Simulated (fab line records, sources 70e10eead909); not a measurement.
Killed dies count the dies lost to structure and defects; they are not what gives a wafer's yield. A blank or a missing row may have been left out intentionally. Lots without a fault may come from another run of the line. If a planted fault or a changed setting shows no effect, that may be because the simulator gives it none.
Which tool was responsible? / flow nandHarc / 72 wafers from 24 lots sampled at 3 of the route's 1159 steps

WHAT THE GAUGES READ, wafer by wafer
NHARC_A_CONTACT_CD_MEAS_42 targets a cd of 200 nm.
lot=L075; measured=day 16 06:34; on=cdSem-01; cdNm (nm)=199.6 199.4 199.4
lot=L074; measured=day 16 10:37; on=cdSem-03; cdNm (nm)=200.0 199.0 199.4
lot=L077; measured=day 16 20:45; on=cdSem-03; cdNm (nm)=199.8 199.7 199.6
lot=L076; measured=day 17 02:26; on=cdSem-01; cdNm (nm)=199.8 199.6 199.7
lot=L080; measured=day 17 06:36; on=cdSem-01; cdNm (nm)=199.8 199.3 198.9
lot=L079; measured=day 17 02:01; on=cdSem-03; cdNm (nm)=199.2 198.3 200.0
lot=L078; measured=day 16 22:03; on=cdSem-03; cdNm (nm)=200.7 200.5 200.5
lot=L081; measured=day 18 09:26; on=cdSem-02; cdNm (nm)=199.6 199.9 200.6
lot=L082; measured=day 18 10:05; on=cdSem-02; cdNm (nm)=200.5 200.5 200.7
lot=L084; measured=day 18 17:11; on=cdSem-02; cdNm (nm)=199.2 199.5 199.6
lot=L083; measured=day 18 20:44; on=cdSem-02; cdNm (nm)=199.9 200.0 200.3
lot=L085; measured=day 19 16:25; on=cdSem-01; cdNm (nm)=199.1 199.6 199.5
lot=L086; measured=day 19 13:24; on=cdSem-02; cdNm (nm)=200.3 200.1 200.8
lot=L088; measured=day 19 12:16; on=cdSem-02; cdNm (nm)=200.2 200.3 199.5
lot=L091; measured=day 20 00:52; on=cdSem-03; cdNm (nm)=199.3 199.1 199.7
lot=L090; measured=day 20 01:02; on=cdSem-03; cdNm (nm)=200.2 199.5 200.7
lot=L087; measured=day 20 05:03; on=cdSem-01; cdNm (nm)=199.8 199.4 200.0
lot=L089; measured=day 20 06:28; on=cdSem-03; cdNm (nm)=200.0 200.6 199.4
lot=L093; measured=day 20 16:07; on=cdSem-01; cdNm (nm)=199.8 200.1 200.0
lot=L092; measured=day 21 15:25; on=cdSem-03; cdNm (nm)=200.3 200.4 200.0
lot=L096; measured=day 21 19:09; on=cdSem-01; cdNm (nm)=200.1 200.0 199.3
lot=L094; measured=day 22 04:40; on=cdSem-02; cdNm (nm)=199.5 200.0 200.1
lot=L095; measured=day 21 18:45; on=cdSem-03; cdNm (nm)=200.2 200.0 200.0
lot=L097; measured=day 22 06:24; on=cdSem-01; cdNm (nm)=199.6 199.7 199.7

WHICH TOOL RAN EACH LOT (tool, then ch and the chambers of the sampled wafers, then the start)
lot=L075; NHARC_A_STAIRCASE_CMP_450=cmp-01 ch 0,1,2, day 13 18:12; NHARC_A_STAIRCASE_CMP_472=cmp-03 ch 0,1,3, day 13 19:39
lot=L074; NHARC_A_STAIRCASE_CMP_450=cmp-03 ch 0,2,3, day 13 18:21; NHARC_A_STAIRCASE_CMP_472=cmp-04 ch 2,3, day 13 19:50
lot=L077; NHARC_A_STAIRCASE_CMP_450=cmp-01 ch 0,1, day 14 07:36; NHARC_A_STAIRCASE_CMP_472=cmp-01 ch 0,2,3, day 14 09:04
lot=L076; NHARC_A_STAIRCASE_CMP_450=cmp-04 ch 1,2,3, day 14 07:49; NHARC_A_STAIRCASE_CMP_472=cmp-04 ch 1,2,3, day 14 09:19
lot=L080; NHARC_A_STAIRCASE_CMP_450=cmp-03 ch 1,2, day 14 17:31; NHARC_A_STAIRCASE_CMP_472=cmp-01 ch 2,3, day 14 19:02
lot=L079; NHARC_A_STAIRCASE_CMP_450=cmp-04 ch 0,3, day 14 17:49; NHARC_A_STAIRCASE_CMP_472=cmp-04 ch 0,3, day 14 19:16
lot=L078; NHARC_A_STAIRCASE_CMP_450=cmp-01 ch 1,2,3, day 14 18:02; NHARC_A_STAIRCASE_CMP_472=cmp-01 ch 0,1,2, day 14 19:32
lot=L081; NHARC_A_STAIRCASE_CMP_450=cmp-04 ch 0,1, day 15 19:19; NHARC_A_STAIRCASE_CMP_472=cmp-04 ch 2,3, day 15 20:46
lot=L082; NHARC_A_STAIRCASE_CMP_450=cmp-01 ch 0,2,3, day 15 19:35; NHARC_A_STAIRCASE_CMP_472=cmp-04 ch 1,2, day 15 21:02
lot=L084; NHARC_A_STAIRCASE_CMP_450=cmp-04 ch 0,2,3, day 16 08:17; NHARC_A_STAIRCASE_CMP_472=cmp-04 ch 0,1,3, day 16 09:44
lot=L083; NHARC_A_STAIRCASE_CMP_450=cmp-03 ch 0,1,3, day 16 08:50; NHARC_A_STAIRCASE_CMP_472=cmp-03 ch 0,1,3, day 16 10:19
lot=L085; NHARC_A_STAIRCASE_CMP_450=cmp-03 ch 2,3, day 17 02:26; NHARC_A_STAIRCASE_CMP_472=cmp-04 ch 1,2, day 17 04:01
lot=L086; NHARC_A_STAIRCASE_CMP_450=cmp-03 ch 0,1,3, day 17 02:46; NHARC_A_STAIRCASE_CMP_472=cmp-03 ch 0,1,3, day 17 04:16
lot=L088; NHARC_A_STAIRCASE_CMP_450=cmp-04 ch 2,3, day 17 04:23; NHARC_A_STAIRCASE_CMP_472=cmp-04 ch 2,3, day 17 05:53
lot=L091; NHARC_A_STAIRCASE_CMP_450=cmp-01 ch 0,2, day 17 15:16; NHARC_A_STAIRCASE_CMP_472=cmp-03 ch 1,2, day 17 16:59
lot=L090; NHARC_A_STAIRCASE_CMP_450=cmp-03 ch 0,1,3, day 17 15:33; NHARC_A_STAIRCASE_CMP_472=cmp-03 ch 1,2, day 17 17:08
lot=L087; NHARC_A_STAIRCASE_CMP_450=cmp-03 ch 0,2, day 17 21:23; NHARC_A_STAIRCASE_CMP_472=cmp-04 ch 0,1,2, day 17 23:03
lot=L089; NHARC_A_STAIRCASE_CMP_450=cmp-04 ch 0,2, day 17 21:46; NHARC_A_STAIRCASE_CMP_472=cmp-03 ch 0,2, day 17 23:16
lot=L093; NHARC_A_STAIRCASE_CMP_450=cmp-04 ch 0,2,3, day 18 04:26; NHARC_A_STAIRCASE_CMP_472=cmp-04 ch 2,3, day 18 06:03
lot=L092; NHARC_A_STAIRCASE_CMP_450=cmp-01 ch 0,3, day 18 16:22; NHARC_A_STAIRCASE_CMP_472=cmp-03 ch 0,3, day 18 17:57
lot=L096; NHARC_A_STAIRCASE_CMP_450=cmp-04 ch 0,2,3, day 19 09:16; NHARC_A_STAIRCASE_CMP_472=cmp-01 ch 1,2,3, day 19 10:50
lot=L094; NHARC_A_STAIRCASE_CMP_450=cmp-01 ch 0,2,3, day 19 09:32; NHARC_A_STAIRCASE_CMP_472=cmp-03 ch 0,2,3, day 19 11:02
lot=L095; NHARC_A_STAIRCASE_CMP_450=cmp-03 ch 0,2,3, day 19 10:05; NHARC_A_STAIRCASE_CMP_472=cmp-04 ch 0,1,3, day 19 11:37
lot=L097; NHARC_A_STAIRCASE_CMP_450=cmp-01 ch 0,1,3, day 19 20:08; NHARC_A_STAIRCASE_CMP_472=cmp-01 ch 0,1,2, day 19 21:44
- NHARC_A_STAIRCASE_CMP_450: polishes SiO2, target thk 200 nm.
- NHARC_A_STAIRCASE_CMP_472: polishes SiO2.

WHAT THE TOOLS THEMSELVES READ (means of the sampled wafers that have a number; where no wafer has one, the mark that the record gives instead)
NHARC_A_STAIRCASE_CMP_450.
lot=L075; tool=cmp-01; motorCurrentA (A)=13.4
lot=L074; tool=cmp-03; motorCurrentA (A)=11.7
lot=L077; tool=cmp-01; motorCurrentA (A)=13.5
lot=L076; tool=cmp-04; motorCurrentA (A)=12.1
lot=L080; tool=cmp-03; motorCurrentA (A)=11.2
lot=L079; tool=cmp-04; motorCurrentA (A)=11.8
lot=L078; tool=cmp-01; motorCurrentA (A)=12.8
lot=L081; tool=cmp-04; motorCurrentA (A)=14.6
lot=L082; tool=cmp-01; motorCurrentA (A)=12.6
lot=L084; tool=cmp-04; motorCurrentA (A)=12.6
lot=L083; tool=cmp-03; motorCurrentA (A)=11.2
lot=L085; tool=cmp-03; motorCurrentA (A)=12.0
lot=L086; tool=cmp-03; motorCurrentA (A)=11.2
lot=L088; tool=cmp-04; motorCurrentA (A)=11.7
lot=L091; tool=cmp-01; motorCurrentA (A)=12.4
lot=L090; tool=cmp-03; motorCurrentA (A)=11.7
lot=L087; tool=cmp-03; motorCurrentA (A)=11.1
lot=L089; tool=cmp-04; motorCurrentA (A)=13.2
lot=L093; tool=cmp-04; motorCurrentA (A)=12.8
lot=L092; tool=cmp-01; motorCurrentA (A)=12.6
lot=L096; tool=cmp-04; motorCurrentA (A)=12.6
lot=L094; tool=cmp-01; motorCurrentA (A)=12.6
lot=L095; tool=cmp-03; motorCurrentA (A)=11.5
lot=L097; tool=cmp-01; motorCurrentA (A)=13.5

NHARC_A_STAIRCASE_CMP_472.
lot=L075; tool=cmp-03; motorCurrentA (A)=11.3
lot=L074; tool=cmp-04; motorCurrentA (A)=11.3
lot=L077; tool=cmp-01; motorCurrentA (A)=12.0
lot=L076; tool=cmp-04; motorCurrentA (A)=12.5
lot=L080; tool=cmp-01; motorCurrentA (A)=12.0
lot=L079; tool=cmp-04; motorCurrentA (A)=11.8
lot=L078; tool=cmp-01; motorCurrentA (A)=13.2
lot=L081; tool=cmp-04; motorCurrentA (A)=11.6
lot=L082; tool=cmp-04; motorCurrentA (A)=13.0
lot=L084; tool=cmp-04; motorCurrentA (A)=13.1
lot=L083; tool=cmp-03; motorCurrentA (A)=11.7
lot=L085; tool=cmp-04; motorCurrentA (A)=12.5
lot=L086; tool=cmp-03; motorCurrentA (A)=11.4
lot=L088; tool=cmp-04; motorCurrentA (A)=11.2
lot=L091; tool=cmp-03; motorCurrentA (A)=10.9
lot=L090; tool=cmp-03; motorCurrentA (A)=11.0
lot=L087; tool=cmp-04; motorCurrentA (A)=13.8
lot=L089; tool=cmp-03; motorCurrentA (A)=10.7
lot=L093; tool=cmp-04; motorCurrentA (A)=11.7
lot=L092; tool=cmp-03; motorCurrentA (A)=11.4
lot=L096; tool=cmp-01; motorCurrentA (A)=12.8
lot=L094; tool=cmp-03; motorCurrentA (A)=11.6
lot=L095; tool=cmp-04; motorCurrentA (A)=12.6
lot=L097; tool=cmp-01; motorCurrentA (A)=13.5

THE ANSWER, worked out from the rows above alone
Rule: the lots themselves supply what counts as usual. Put in order of their means at a reading, lots are off if they are a third of the lots or fewer, leave a main group of 4 or more, and stand apart from it by a gap of 3 or more times the standard deviation of the main group's means; of several such gaps the widest counts. The tables above print the reading to a certain number of digits; a main group whose means all agree to those digits is not used. A lot without any number at a reading at which 4 lots or more have one is off too. Any other lot the step has rows for is counted as sound. First the gauges in route order, then the tools' own readings, where a lot's mean is used as printed above. At the first step where some lot is off, the reading lying furthest off is the one used; lots without a number count as furthest.
No lot is off on any of the readings shown, so nothing can be concluded from this.

WHAT THE SIMULATOR HAD PUT IN
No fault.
